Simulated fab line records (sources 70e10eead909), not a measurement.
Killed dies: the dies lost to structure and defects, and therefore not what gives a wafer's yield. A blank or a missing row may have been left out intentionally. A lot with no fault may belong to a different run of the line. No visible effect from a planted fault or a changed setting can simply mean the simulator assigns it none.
Chamber matching :: flow nand-harc :: NHARC_A_STAIRCASE_DEP_325 on pecvd-04 has 3 sister chambers
The step deposits SiO2, target thk 3800 nm. 3 wafers are shown with their chamber, then 8 later ones without.

== WAFERS, EACH WITH ITS CHAMBER ==
wafer: L087.5
chamber: 1
heater-power-w (W): 614

wafer: L087.6
chamber: 2
heater-power-w (W): 505

wafer: L088.1
chamber: 0
heater-power-w (W): 788

== WAFERS MISSING THEIR CHAMBER ==
wafer: L088.2
heater-power-w (W): 634

wafer: L088.4
heater-power-w (W): 503

wafer: L090.4
heater-power-w (W): 518

wafer: L090.5
heater-power-w (W): 629

wafer: L090.6
heater-power-w (W): 719

wafer: L096.1
heater-power-w (W): 573

wafer: L096.4
heater-power-w (W): 515

wafer: L096.6
heater-power-w (W): 701

== EACH ONE'S CHAMBER ==
wafer: L088.2
from the rows above: 1
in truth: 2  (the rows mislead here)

wafer: L088.4
from the rows above: 2
in truth: 2

wafer: L090.4
from the rows above: can't be placed: 2 or 1
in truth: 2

wafer: L090.5
from the rows above: 1
in truth: 1

wafer: L090.6
from the rows above: can't be placed: 0 or 1
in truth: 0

wafer: L096.1
from the rows above: can't be placed: 1 or 2
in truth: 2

wafer: L096.4
from the rows above: 2
in truth: 2

wafer: L096.6
from the rows above: can't be placed: 0 or 1
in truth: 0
Correct placement for 3 of the 8. Can't be placed from these rows: 4 (the true chamber is among the candidates in 4). 1 placed wrongly.
How it was worked out, from the rows above alone: a wafer's distance from a chamber is the root of the sum, over the readings, of the square of ((its reading less the chamber's mean) divided by the reading's scatter). If the next closest chamber is less than 2 further off than the closest, the wafer can't be placed; otherwise it belongs to the closest. The mean given for a chamber averages the wafers shown for that chamber. The scatter: root of mean squared gap, hidden wafer to nearest shown wafer, with one shown wafer a chamber.
